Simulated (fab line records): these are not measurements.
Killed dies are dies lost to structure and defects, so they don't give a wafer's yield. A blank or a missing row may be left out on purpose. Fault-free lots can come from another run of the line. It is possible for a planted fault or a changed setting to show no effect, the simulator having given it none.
fab line records || flow n5-finfet
record {"lots": 6, "wafers": 16, "last-day": 17}
route steps=1938 shown DUMMY_GATE@222 PASSIVATION@1936
lots that met no fault: taken from a fault-free run of the same line
start-h: the number of hours between the record's first day and the start of the first shown wafer of the lot || wait-h: hours from the lot's prior step to this one || " repeats the value in the row above || L1.1+2: a row that stands for several wafers || - either no value or no given start || * or withheld: withheld || < > ~ a bound
route shown NAME@n: a module of which the file shows steps, and the number in the route of the first || usual: the fault-free wafers' mean and standard deviation || same: alike in all rows || chamber/n: place in a boat || sites: the reading at each site || _std_site: their standard deviation || _edge_site: outer sites' mean less inner sites' || radius-mm: for every site, how far away it sits from the centre of the wafer || mask NAME#n: copy n || behind: the tool/chamber that last shaped the wafer || hold: the reason the lot was held/the length of the hold in hours/how it ended || device: transistor that didn't switch, given as n, p or np || end of line: tests run on the same wafers once the route is complete || a step given without rows: its recipe and nothing more || killed: not the wafer's yield, but the dies lost to structure and defects at the first sort || map: the dies of a wafer, with x for killed, . for not killed, _ for no die there
set.NAME: the run value of the setting; set.NAME@STEP: its run value at that earlier step || model.NAME: the simulator's own value behind a step, which no gauge read
a table for each step, a row for each wafer; lots at some steps of the route
services: the hour from which a tool's chamber was out of use, counted from the record's first day as start-h (under 0 if before that day), plus the number of hours and why
## steps
# step N5_DUMMY_GATE_COAT_34
# recipe {"resist": "SOC", "temp-c": 250, "time-s": 60, "spin-rpm": 1500, "resist-thk-nm": 60}
# step N5_DUMMY_GATE_COAT_35
# recipe {"resist": "SiARC", "temp-c": 220, "time-s": 60, "spin-rpm": 1500, "resist-thk-nm": 10}
# step N5_DUMMY_GATE_COAT_28
# recipe {"resist": "underlayer", "temp-c": 205, "time-s": 60, "spin-rpm": 1500, "resist-thk-nm": 10}
# step N5_DUMMY_GATE_COAT_09
# recipe {"resist": "CAR-EUV", "spin-rpm": 1500, "resist-thk-nm": 30}
# step N5_DUMMY_GATE_EBR_11
# recipe {"solvent": "PGMEA", "ebr-width-mm": 1.5}
# step N5_DUMMY_GATE_SOFTBAKE_10
# recipe {"temp-c": 110, "time-s": 60, "resist": "CAR-EUV"}
# step N5_DUMMY_GATE_EXPOSE_12
# recipe {"mask-id": "GATE", "na": 0.33, "source-shape": "annular", "sigma-inner": 0.2, "sigma-outer": 0.6, "polarization": "unpolarized", "target-cd-nm": 25, "dose-mj": 34}
# step N5_DUMMY_GATE_PEB_13
# recipe {"peb-temp-c": 100, "peb-time-s": 60, "resist": "CAR-EUV"}
# step N5_DUMMY_GATE_DEVELOP_14
# recipe {"develop-time-s": 30, "developer": "TMAH", "resist": "CAR-EUV", "rinse-liquid": "surfactant-rinse", "dry": "air-spin", "dev-temp-c": 23}
# step N5_DUMMY_GATE_CD_MEAS_15
# recipe {"target-cd-nm": 25.8, "landing-energy-ev": 500, "detector": "se-inlens"}
# usual {"cd-nm": "25.07/0.24"}
{"lot.wafer": "L756.3", "tool": "cd-sem-03", "chamber": 0, "start-h": 66.07, "wait-h": "-", "cd-nm": 24.71}
{"lot.wafer": "L756.4", "tool": "cd-sem-03", "chamber": 0, "start-h": 66.07, "wait-h": "-", "cd-nm": 24.84}
{"lot.wafer": "L756.6", "tool": "cd-sem-03", "chamber": 0, "start-h": 66.07, "wait-h": "-", "cd-nm": 25.22}
{"lot.wafer": "L759.1", "tool": "cd-sem-01", "chamber": 0, "start-h": 81.88, "wait-h": "-", "cd-nm": 24.64}
{"lot.wafer": "L759.4", "tool": "cd-sem-01", "chamber": 0, "start-h": 81.88, "wait-h": "-", "cd-nm": 25.20}
{"lot.wafer": "L759.5", "tool": "cd-sem-01", "chamber": 0, "start-h": 81.88, "wait-h": "-", "cd-nm": 24.87}
{"lot.wafer": "L764.2", "tool": "cd-sem-03", "chamber": 0, "start-h": 119.48, "wait-h": "-", "cd-nm": 24.61}
{"lot.wafer": "L764.3", "tool": "cd-sem-03", "chamber": 0, "start-h": 119.48, "wait-h": "-", "cd-nm": 25.17}
{"lot.wafer": "L767.1", "tool": "cd-sem-01", "chamber": 0, "start-h": 130.24, "wait-h": "-", "cd-nm": 25.00}
{"lot.wafer": "L767.3", "tool": "cd-sem-01", "chamber": 0, "start-h": 130.24, "wait-h": "-", "cd-nm": 25.53}
{"lot.wafer": "L775.4", "tool": "cd-sem-02", "chamber": 0, "start-h": 178.16, "wait-h": "-", "cd-nm": 25.66}
{"lot.wafer": "L775.5", "tool": "cd-sem-02", "chamber": 0, "start-h": 178.16, "wait-h": "-", "cd-nm": 24.79}
{"lot.wafer": "L775.6", "tool": "cd-sem-02", "chamber": 0, "start-h": 178.16, "wait-h": "-", "cd-nm": 25.35}
{"lot.wafer": "L776.1", "tool": "cd-sem-01", "chamber": 0, "start-h": 183.39, "wait-h": "-", "cd-nm": 25.41}
{"lot.wafer": "L776.2", "tool": "cd-sem-01", "chamber": 0, "start-h": 183.39, "wait-h": "-", "cd-nm": 24.98}
{"lot.wafer": "L776.5", "tool": "cd-sem-01", "chamber": 0, "start-h": 183.39, "wait-h": "-", "cd-nm": 24.99}
# step N5_DUMMY_GATE_OVL_MEAS_16
# recipe {"points-per-wafer": 522}
# usual {"GATE_OVL": "0.5/0.66"}
{"lot.wafer": "L756.3", "tool": "overlay-01", "chamber": 0, "start-h": 66.11, "wait-h": 0.0, "GATE_OVL[nm]": 0.2}
{"lot.wafer": "L756.4", "tool": "overlay-01", "chamber": 0, "start-h": 66.11, "wait-h": 0.0, "GATE_OVL[nm]": 0.7}
{"lot.wafer": "L756.6", "tool": "overlay-01", "chamber": 0, "start-h": 66.11, "wait-h": 0.0, "GATE_OVL[nm]": -0.2}
{"lot.wafer": "L759.1", "tool": "overlay-01", "chamber": 0, "start-h": 81.92, "wait-h": 0.0, "GATE_OVL[nm]": -0.3}
{"lot.wafer": "L759.4", "tool": "overlay-01", "chamber": 0, "start-h": 81.92, "wait-h": 0.0, "GATE_OVL[nm]": -0.8}
{"lot.wafer": "L759.5", "tool": "overlay-01", "chamber": 0, "start-h": 81.92, "wait-h": 0.0, "GATE_OVL[nm]": -0.5}
{"lot.wafer": "L764.2", "tool": "overlay-02", "chamber": 0, "start-h": 119.52, "wait-h": 0.0, "GATE_OVL[nm]": -0.4}
{"lot.wafer": "L764.3", "tool": "overlay-02", "chamber": 0, "start-h": 119.52, "wait-h": 0.0, "GATE_OVL[nm]": 0.3}
{"lot.wafer": "L767.1", "tool": "overlay-01", "chamber": 0, "start-h": 130.28, "wait-h": 0.0, "GATE_OVL[nm]": 1.0}
{"lot.wafer": "L767.3", "tool": "overlay-01", "chamber": 0, "start-h": 130.28, "wait-h": 0.0, "GATE_OVL[nm]": 0.9}
{"lot.wafer": "L775.4", "tool": "overlay-01", "chamber": 0, "start-h": 178.21, "wait-h": 0.0, "GATE_OVL[nm]": 0.1}
{"lot.wafer": "L775.5", "tool": "overlay-01", "chamber": 0, "start-h": 178.21, "wait-h": 0.0, "GATE_OVL[nm]": 1.1}
{"lot.wafer": "L775.6", "tool": "overlay-01", "chamber": 0, "start-h": 178.21, "wait-h": 0.0, "GATE_OVL[nm]": 0.5}
{"lot.wafer": "L776.1", "tool": "overlay-02", "chamber": 0, "start-h": 183.43, "wait-h": 0.0, "GATE_OVL[nm]": 1.8}
{"lot.wafer": "L776.2", "tool": "overlay-02", "chamber": 0, "start-h": 183.43, "wait-h": 0.0, "GATE_OVL[nm]": 1.6}
{"lot.wafer": "L776.5", "tool": "overlay-02", "chamber": 0, "start-h": 183.43, "wait-h": 0.0, "GATE_OVL[nm]": 1.6}
# step N5_DUMMY_GATE_INSPECT_17
# recipe {"mode": "adi", "inspect-instrument": "brightfield"}
# usual {"raw-defect-count": "200/47"}
{"lot.wafer": "L756.3", "tool": "defect-inspect-01", "chamber": "-", "start-h": 66.16, "wait-h": 0.0, "raw-defect-count": 165}
{"lot.wafer": "L756.4", "tool": "defect-inspect-01", "chamber": "-", "start-h": 66.16, "wait-h": 0.0, "raw-defect-count": 154}
{"lot.wafer": "L756.6", "tool": "defect-inspect-01", "chamber": "-", "start-h": 66.16, "wait-h": 0.0, "raw-defect-count": 173}
{"lot.wafer": "L759.1", "tool": "defect-inspect-02", "chamber": "-", "start-h": 81.97, "wait-h": 0.1, "raw-defect-count": 149}
{"lot.wafer": "L759.4", "tool": "defect-inspect-02", "chamber": "-", "start-h": 81.97, "wait-h": 0.1, "raw-defect-count": 179}
{"lot.wafer": "L759.5", "tool": "defect-inspect-02", "chamber": "-", "start-h": 81.97, "wait-h": 0.1, "raw-defect-count": 217}
{"lot.wafer": "L764.2", "tool": "defect-inspect-01", "chamber": "-", "start-h": 119.58, "wait-h": 0.0, "raw-defect-count": 252}
{"lot.wafer": "L764.3", "tool": "defect-inspect-01", "chamber": "-", "start-h": 119.58, "wait-h": 0.0, "raw-defect-count": 144}
{"lot.wafer": "L767.1", "tool": "defect-inspect-02", "chamber": "-", "start-h": 130.34, "wait-h": 0.1, "raw-defect-count": 186}
{"lot.wafer": "L767.3", "tool": "defect-inspect-02", "chamber": "-", "start-h": 130.34, "wait-h": 0.1, "raw-defect-count": 212}
{"lot.wafer": "L775.4", "tool": "defect-inspect-02", "chamber": "-", "start-h": 178.26, "wait-h": 0.0, "raw-defect-count": 215}
{"lot.wafer": "L775.5", "tool": "defect-inspect-02", "chamber": "-", "start-h": 178.26, "wait-h": 0.0, "raw-defect-count": 172}
{"lot.wafer": "L775.6", "tool": "defect-inspect-02", "chamber": "-", "start-h": 178.26, "wait-h": 0.0, "raw-defect-count": 147}
{"lot.wafer": "L776.1", "tool": "defect-inspect-02", "chamber": "-", "start-h": 183.49, "wait-h": 0.1, "raw-defect-count": 185}
{"lot.wafer": "L776.2", "tool": "defect-inspect-02", "chamber": "-", "start-h": 183.49, "wait-h": 0.1, "raw-defect-count": 221}
{"lot.wafer": "L776.5", "tool": "defect-inspect-02", "chamber": "-", "start-h": 183.49, "wait-h": 0.1, "raw-defect-count": 147}
# step N5_DUMMY_GATE_DESCUM_20
# recipe {"chemistry": "O2", "time-s": 6.2, "source-power-w": 50, "bias-power-w": 20, "pressure-mtorr": 20, "rf-frequency-hz": 2.712e+07, "temp-c": 40, "resist": "CAR-EUV", "o2-flow-sccm": 225}
# usual {"drypump-motor-current-A": "5.76/0.25", "oes-product-au": "0.79/0.086", "rf-fwd-power-W": "49.67/0.17", "rf-vpp-V": "243.3/1.4", "showerhead-plenum-p-Torr": "2.10/0.07", "throttle-valve-pct": "20.48/0.25"}
{"lot.wafer": "L756.3", "tool": "rie-diel-05", "chamber": 1, "start-h": 66.19, "wait-h": 0.0, "drypump-motor-current-A": 5.73, "oes-product-au": 0.76, "rf-fwd-power-W": 49.48, "rf-hours-counter-h": 126, "rf-vpp-V": 242.9, "showerhead-plenum-p-Torr": 2.09, "throttle-valve-pct": 19.94, "model.CAR-EUV_of_DUMMY_GATE_COAT_09.thk-nm": 26.4}
{"lot.wafer": "L756.4", "tool": "rie-diel-05", "chamber": 2, "start-h": 66.19, "wait-h": 0.0, "drypump-motor-current-A": 5.59, "oes-product-au": 0.90, "rf-fwd-power-W": 49.72, "rf-hours-counter-h": "-", "rf-vpp-V": 244.7, "showerhead-plenum-p-Torr": 2.13, "throttle-valve-pct": 20.13, "model.CAR-EUV_of_DUMMY_GATE_COAT_09.thk-nm": 26.4}
{"lot.wafer": "L756.6", "tool": "rie-diel-05", "chamber": 1, "start-h": 66.19, "wait-h": 0.0, "drypump-motor-current-A": 5.75, "oes-product-au": 0.77, "rf-fwd-power-W": 49.50, "rf-hours-counter-h": "-", "rf-vpp-V": 244.7, "showerhead-plenum-p-Torr": 2.09, "throttle-valve-pct": 19.93, "model.CAR-EUV_of_DUMMY_GATE_COAT_09.thk-nm": 26.4}
{"lot.wafer": "L759.1", "tool": "rie-diel-06", "chamber": 0, "start-h": 82.01, "wait-h": 0.0, "drypump-motor-current-A": 5.81, "oes-product-au": 0.75, "rf-fwd-power-W": 49.74, "rf-hours-counter-h": 122, "rf-vpp-V": 242.6, "showerhead-plenum-p-Torr": 2.10, "throttle-valve-pct": 20.65, "model.CAR-EUV_of_DUMMY_GATE_COAT_09.thk-nm": 26.6}
{"lot.wafer": "L759.4", "tool": "rie-diel-06", "chamber": 0, "start-h": 82.01, "wait-h": 0.0, "drypump-motor-current-A": 5.82, "oes-product-au": 0.75, "rf-fwd-power-W": 49.93, "rf-hours-counter-h": "-", "rf-vpp-V": 242.6, "showerhead-plenum-p-Torr": 2.10, "throttle-valve-pct": 20.65, "model.CAR-EUV_of_DUMMY_GATE_COAT_09.thk-nm": 26.6}
{"lot.wafer": "L759.5", "tool": "rie-diel-06", "chamber": 1, "start-h": 82.01, "wait-h": 0.0, "drypump-motor-current-A": 5.94, "oes-product-au": 0.76, "rf-fwd-power-W": 49.73, "rf-hours-counter-h": "-", "rf-vpp-V": 244.8, "showerhead-plenum-p-Torr": 2.20, "throttle-valve-pct": 20.59, "model.CAR-EUV_of_DUMMY_GATE_COAT_09.thk-nm": 26.6}
{"lot.wafer": "L764.2", "tool": "rie-diel-06", "chamber": 1, "start-h": 119.61, "wait-h": 0.0, "drypump-motor-current-A": 5.92, "oes-product-au": 0.75, "rf-fwd-power-W": 49.68, "rf-hours-counter-h": 152, "rf-vpp-V": 243.2, "showerhead-plenum-p-Torr": 2.20, "throttle-valve-pct": 20.59, "model.CAR-EUV_of_DUMMY_GATE_COAT_09.thk-nm": 26.6}
{"lot.wafer": "L764.3", "tool": "rie-diel-06", "chamber": 3, "start-h": 119.61, "wait-h": 0.0, "drypump-motor-current-A": 5.84, "oes-product-au": 0.94, "rf-fwd-power-W": 49.58, "rf-hours-counter-h": 20, "rf-vpp-V": 244.3, "showerhead-plenum-p-Torr": 2.15, "throttle-valve-pct": 20.65, "model.CAR-EUV_of_DUMMY_GATE_COAT_09.thk-nm": 26.2}
{"lot.wafer": "L767.1", "tool": "rie-diel-06", "chamber": 1, "start-h": 130.37, "wait-h": 0.0, "drypump-motor-current-A": 5.92, "oes-product-au": 0.75, "rf-fwd-power-W": 49.53, "rf-hours-counter-h": 155, "rf-vpp-V": 245.4, "showerhead-plenum-p-Torr": 2.20, "throttle-valve-pct": 20.60, "model.CAR-EUV_of_DUMMY_GATE_COAT_09.thk-nm": 26.4}
{"lot.wafer": "L767.3", "tool": "rie-diel-06", "chamber": 0, "start-h": 130.37, "wait-h": 0.0, "drypump-motor-current-A": 5.82, "oes-product-au": 0.74, "rf-fwd-power-W": 49.42, "rf-hours-counter-h": 136, "rf-vpp-V": 242.9, "showerhead-plenum-p-Torr": 2.10, "throttle-valve-pct": 20.67, "model.CAR-EUV_of_DUMMY_GATE_COAT_09.thk-nm": 26}
{"lot.wafer": "L775.4", "tool": "rie-diel-03", "chamber": 3, "start-h": 178.32, "wait-h": 0.1, "drypump-motor-current-A": 5.24, "oes-product-au": 0.73, "rf-fwd-power-W": 49.52, "rf-hours-counter-h": 178, "rf-vpp-V": 245.2, "showerhead-plenum-p-Torr": 2.07, "throttle-valve-pct": 20.44, "model.CAR-EUV_of_DUMMY_GATE_COAT_09.thk-nm": 26.6}
{"lot.wafer": "L775.5", "tool": "rie-diel-03", "chamber": 1, "start-h": 178.32, "wait-h": 0.1, "drypump-motor-current-A": 6.20, "oes-product-au": 0.70, "rf-fwd-power-W": 49.66, "rf-hours-counter-h": "-", "rf-vpp-V": 240.3, "showerhead-plenum-p-Torr": 2.00, "throttle-valve-pct": 20.64, "model.CAR-EUV_of_DUMMY_GATE_COAT_09.thk-nm": 26.6}
{"lot.wafer": "L775.6", "tool": "rie-diel-03", "chamber": 2, "start-h": 178.32, "wait-h": 0.1, "drypump-motor-current-A": 5.57, "oes-product-au": 0.91, "rf-fwd-power-W": 49.86, "rf-hours-counter-h": "-", "rf-vpp-V": 246.4, "showerhead-plenum-p-Torr": 2.25, "throttle-valve-pct": 20.37, "model.CAR-EUV_of_DUMMY_GATE_COAT_09.thk-nm": 26.6}
{"lot.wafer": "L776.1", "tool": "rie-diel-03", "chamber": 0, "start-h": 183.56, "wait-h": 0.1, "drypump-motor-current-A": 5.40, "oes-product-au": 0.71, "rf-fwd-power-W": 49.61, "rf-hours-counter-h": 200, "rf-vpp-V": 243.6, "showerhead-plenum-p-Torr": 2.06, "throttle-valve-pct": 20.48, "model.CAR-EUV_of_DUMMY_GATE_COAT_09.thk-nm": 26.4}
{"lot.wafer": "L776.2", "tool": "rie-diel-03", "chamber": 3, "start-h": 183.56, "wait-h": 0.1, "drypump-motor-current-A": 5.23, "oes-product-au": 0.73, "rf-fwd-power-W": 49.66, "rf-hours-counter-h": 179, "rf-vpp-V": 243.5, "showerhead-plenum-p-Torr": 2.07, "throttle-valve-pct": 20.43, "model.CAR-EUV_of_DUMMY_GATE_COAT_09.thk-nm": 26.4}
{"lot.wafer": "L776.5", "tool": "rie-diel-03", "chamber": 1, "start-h": 183.56, "wait-h": 0.1, "drypump-motor-current-A": 6.22, "oes-product-au": 0.70, "rf-fwd-power-W": 49.59, "rf-hours-counter-h": "-", "rf-vpp-V": 240.6, "showerhead-plenum-p-Torr": 2.00, "throttle-valve-pct": 20.64, "model.CAR-EUV_of_DUMMY_GATE_COAT_09.thk-nm": 26.4}
# step N5_DUMMY_GATE_ETCH_29
# recipe {"chemistry": "N2/H2", "target": "underlayer", "target-depth-a": 130, "ion-energy-ev": 200, "pressure-mtorr": 30, "source-w": 840, "bias-w": 150, "n2-flow-sccm": 200, "h2-flow-sccm": 200}
# usual {"drypump-motor-current-A": "5.77/0.25", "oes-product-au": "0.79/0.092", "rf-fwd-power-W": "831/3.7", "rf-vpp-V": "524.1/2.4", "showerhead-plenum-p-Torr": "2.55/0.083", "throttle-valve-pct": "17.94/0.22"}
{"lot.wafer": "L756.3", "tool": "rie-diel-05", "chamber": 1, "start-h": 66.26, "wait-h": 0.0, "drypump-motor-current-A": 5.75, "oes-product-au": 0.77, "rf-fwd-power-W": 828, "rf-hours-counter-h": 126, "rf-vpp-V": 524.6, "showerhead-plenum-p-Torr": 2.54, "throttle-valve-pct": 17.52}
{"lot.wafer": "L756.4", "tool": "rie-diel-05", "chamber": 2, "start-h": 66.26, "wait-h": 0.0, "drypump-motor-current-A": 5.58, "oes-product-au": 0.94, "rf-fwd-power-W": 837, "rf-hours-counter-h": "-", "rf-vpp-V": 524.2, "showerhead-plenum-p-Torr": 2.59, "throttle-valve-pct": 17.67}
{"lot.wafer": "L756.6", "tool": "rie-diel-05", "chamber": 1, "start-h": 66.26, "wait-h": 0.0, "drypump-motor-current-A": 5.74, "oes-product-au": 0.77, "rf-fwd-power-W": 826, "rf-hours-counter-h": "-", "rf-vpp-V": 525.8, "showerhead-plenum-p-Torr": 2.54, "throttle-valve-pct": 17.52}
{"lot.wafer": "L759.1", "tool": "rie-diel-06", "chamber": 0, "start-h": 82.07, "wait-h": 0.0, "drypump-motor-current-A": 5.84, "oes-product-au": 0.76, "rf-fwd-power-W": 830, "rf-hours-counter-h": 122, "rf-vpp-V": 523.4, "showerhead-plenum-p-Torr": 2.54, "throttle-valve-pct": 18.01}
{"lot.wafer": "L759.4", "tool": "rie-diel-06", "chamber": 0, "start-h": 82.07, "wait-h": 0.0, "drypump-motor-current-A": 5.84, "oes-product-au": 0.76, "rf-fwd-power-W": 828, "rf-hours-counter-h": "-", "rf-vpp-V": 524.8, "showerhead-plenum-p-Torr": 2.53, "throttle-valve-pct": 18.02}
{"lot.wafer": "L759.5", "tool": "rie-diel-06", "chamber": 1, "start-h": 82.07, "wait-h": 0.0, "drypump-motor-current-A": 5.90, "oes-product-au": 0.76, "rf-fwd-power-W": 832, "rf-hours-counter-h": "-", "rf-vpp-V": 527.4, "showerhead-plenum-p-Torr": 2.66, "throttle-valve-pct": 17.97}
{"lot.wafer": "L764.2", "tool": "rie-diel-06", "chamber": 1, "start-h": 119.67, "wait-h": 0.0, "drypump-motor-current-A": 5.90, "oes-product-au": 0.76, "rf-fwd-power-W": 829, "rf-hours-counter-h": 152, "rf-vpp-V": 527.6, "showerhead-plenum-p-Torr": 2.66, "throttle-valve-pct": 18.00}
{"lot.wafer": "L764.3", "tool": "rie-diel-06", "chamber": 3, "start-h": 119.67, "wait-h": 0.0, "drypump-motor-current-A": 5.81, "oes-product-au": 0.94, "rf-fwd-power-W": 827, "rf-hours-counter-h": 20, "rf-vpp-V": 526.0, "showerhead-plenum-p-Torr": 2.60, "throttle-valve-pct": 18.01}
{"lot.wafer": "L767.1", "tool": "rie-diel-06", "chamber": 1, "start-h": 130.43, "wait-h": 0.0, "drypump-motor-current-A": 5.97, "oes-product-au": 0.74, "rf-fwd-power-W": 832, "rf-hours-counter-h": 155, "rf-vpp-V": 526.0, "showerhead-plenum-p-Torr": 2.66, "throttle-valve-pct": 17.99}
{"lot.wafer": "L767.3", "tool": "rie-diel-06", "chamber": 0, "start-h": 130.43, "wait-h": 0.0, "drypump-motor-current-A": 5.84, "oes-product-au": 0.74, "rf-fwd-power-W": 825, "rf-hours-counter-h": 136, "rf-vpp-V": 524.7, "showerhead-plenum-p-Torr": 2.53, "throttle-valve-pct": 18.05}
{"lot.wafer": "L775.4", "tool": "rie-diel-03", "chamber": 3, "start-h": 178.39, "wait-h": 0.0, "drypump-motor-current-A": 5.22, "oes-product-au": 0.75, "rf-fwd-power-W": 829, "rf-hours-counter-h": 178, "rf-vpp-V": 524.4, "showerhead-plenum-p-Torr": 2.53, "throttle-valve-pct": 18.08}
{"lot.wafer": "L775.5", "tool": "rie-diel-03", "chamber": 1, "start-h": 178.39, "wait-h": 0.0, "drypump-motor-current-A": 6.22, "oes-product-au": 0.72, "rf-fwd-power-W": 830, "rf-hours-counter-h": "-", "rf-vpp-V": 520.7, "showerhead-plenum-p-Torr": 2.43, "throttle-valve-pct": 18.11}
{"lot.wafer": "L775.6", "tool": "rie-diel-03", "chamber": 2, "start-h": 178.39, "wait-h": 0.0, "drypump-motor-current-A": 5.54, "oes-product-au": 0.94, "rf-fwd-power-W": 836, "rf-hours-counter-h": "-", "rf-vpp-V": 527.7, "showerhead-plenum-p-Torr": 2.72, "throttle-valve-pct": 17.67}
{"lot.wafer": "L776.1", "tool": "rie-diel-03", "chamber": 0, "start-h": 183.63, "wait-h": 0.0, "drypump-motor-current-A": 5.38, "oes-product-au": 0.71, "rf-fwd-power-W": 831, "rf-hours-counter-h": 200, "rf-vpp-V": 523.4, "showerhead-plenum-p-Torr": 2.53, "throttle-valve-pct": 18.20}
{"lot.wafer": "L776.2", "tool": "rie-diel-03", "chamber": 3, "start-h": 183.63, "wait-h": 0.0, "drypump-motor-current-A": 5.23, "oes-product-au": 0.74, "rf-fwd-power-W": 830, "rf-hours-counter-h": 179, "rf-vpp-V": 524.8, "showerhead-plenum-p-Torr": 2.53, "throttle-valve-pct": 18.09}
{"lot.wafer": "L776.5", "tool": "rie-diel-03", "chamber": 1, "start-h": 183.63, "wait-h": 0.0, "drypump-motor-current-A": 6.22, "oes-product-au": 0.72, "rf-fwd-power-W": 835, "rf-hours-counter-h": "-", "rf-vpp-V": 519.6, "showerhead-plenum-p-Torr": 2.43, "throttle-valve-pct": 18.11}
# step N5_PASSIVATION_PROBE_49
# usual {"killed_at_M0_to_M3": "33/9.1", "killed_at_M4_up": "14/5.6", "killed-at-contacts": "13/5.7", "killed-at-front-end": "42/12", "killed-at-other": "4/3", "killed-dies": "105/16", "killed-open": "69/11", "killed-short": "34/7.5"}
# same {"gross-dies": 1180, "killed-at-back-side": 0}
{"lot.wafer": "L764.2", "tool": "prober-01", "chamber": "-", "start-h": 340.78, "wait-h": 0.1, "killed_at_M0_to_M3": 36, "killed_at_M4_up": 20, "killed-at-contacts": 10, "killed-at-front-end": 82, "killed-at-other": 1, "killed-dies": 149, "killed-open": 100, "killed-short": 48}
{"lot.wafer": "L764.3", "tool": "prober-01", "chamber": "-", "start-h": 340.83, "wait-h": 0.1, "killed_at_M0_to_M3": 27, "killed_at_M4_up": 29, "killed-at-contacts": 10, "killed-at-front-end": 51, "killed-at-other": 4, "killed-dies": 121, "killed-open": 83, "killed-short": 33}
# killed by level:class
L764.2 STI_FIN_REVEAL:geometric-particle:open=36 BEOL_M3:geometric-particle:open=12 BEOL_M4:geometric-particle:open=10 FIN_SAQP:geometric-particle:short=9 FIN_SAQP:geometric-particle:open=7 STI_FIN_REVEAL:geometric-particle:short=7 MOL_CONTACT_COAG:geometric-particle:open=6 BEOL_M2:geometric-particle:open=5
L764.3 BEOL_M4:geometric-particle:open=17 STI_FIN_REVEAL:geometric-particle:open=12 FIN_SAQP:geometric-particle:open=11 BEOL_M3:geometric-particle:open=9 FIN_SAQP:geometric-particle:short=8 DUMMY_GATE:geometric-particle:open=5 MOL_CONTACT_COAG:geometric-particle:open=5 STI_FIN_REVEAL:geometric-particle:short=4
## services
{"tool": "rie-diel-05", "chamber": 1, "start-h": 55.98, "hours": 6.4, "kind": "repair"}
{"tool": "rie-diel-05", "chamber": 0, "start-h": 58.55, "hours": 9.7, "kind": "repair"}
{"tool": "rie-diel-03", "chamber": "-", "start-h": 76.83, "hours": 0.6, "kind": "repair"}
{"tool": "rie-diel-06", "chamber": 2, "start-h": 78.81, "hours": 9.3, "kind": "repair"}
{"tool": "rie-diel-03", "chamber": 2, "start-h": 100.80, "hours": 22.0, "kind": "repair"}
{"tool": "rie-diel-06", "chamber": 1, "start-h": 113.13, "hours": 2.7, "kind": "repair"}
{"tool": "rie-diel-03", "chamber": 2, "start-h": 125.25, "hours": "-", "kind": "clean"}
{"tool": "rie-diel-03", "chamber": 2, "start-h": 125.25, "hours": "-", "kind": "consumable-replace:focus-ring"}
{"tool": "rie-diel-03", "chamber": 2, "start-h": 125.25, "hours": "-", "kind": "consumable-replace:showerhead"}
{"tool": "rie-diel-03", "chamber": 2, "start-h": 125.25, "hours": 35.9, "kind": "scheduled-down"}
{"tool": "rie-diel-03", "chamber": 2, "start-h": 125.25, "hours": 35.9, "kind": "vent-cycle"}
{"tool": "rie-diel-05", "chamber": 3, "start-h": 126.60, "hours": "-", "kind": "clean"}
{"tool": "rie-diel-05", "chamber": 3, "start-h": 126.60, "hours": "-", "kind": "consumable-replace:focus-ring"}
{"tool": "rie-diel-05", "chamber": 3, "start-h": 126.60, "hours": "-", "kind": "consumable-replace:showerhead"}
{"tool": "rie-diel-05", "chamber": 3, "start-h": 126.60, "hours": 13.2, "kind": "scheduled-down"}
{"tool": "rie-diel-05", "chamber": 3, "start-h": 126.60, "hours": 13.2, "kind": "vent-cycle"}
{"tool": "rie-diel-05", "chamber": 2, "start-h": 147.57, "hours": 7.4, "kind": "repair"}
## key
first-sign none at tools or gauges
model-effect {"step": "N5_DUMMY_GATE_DESCUM_20", "value": "CAR-EUV_of_DUMMY_GATE_COAT_09.thk-nm", "without": 26.5, "struck": 26.1}
met-at N5_DUMMY_GATE_DESCUM_20
struck-wafers L764.3,L767.3
tester-left-out L764,L767
onset-between 82.01 119.61
fault {"kind": "process-parameter-drift", "tool": "rie-diel-06", "chamber": "-", "onset-h": 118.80, "steps": "N5_DUMMY_GATE_DESCUM_20", "channel": "time-s", "offset": "*", "shape": "step", "end-h": 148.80, "scope": "struck-wafers-only", "acts-in": "*", "stated": "*"}
# tester-left-out: of these lots the tester's yield and bins aren't shown, on N5 and GAA mostly nor the transistor test; their killed dies are dies lost to structure and defects alone, not to doping, threshold or leakage, so they don't give the yield
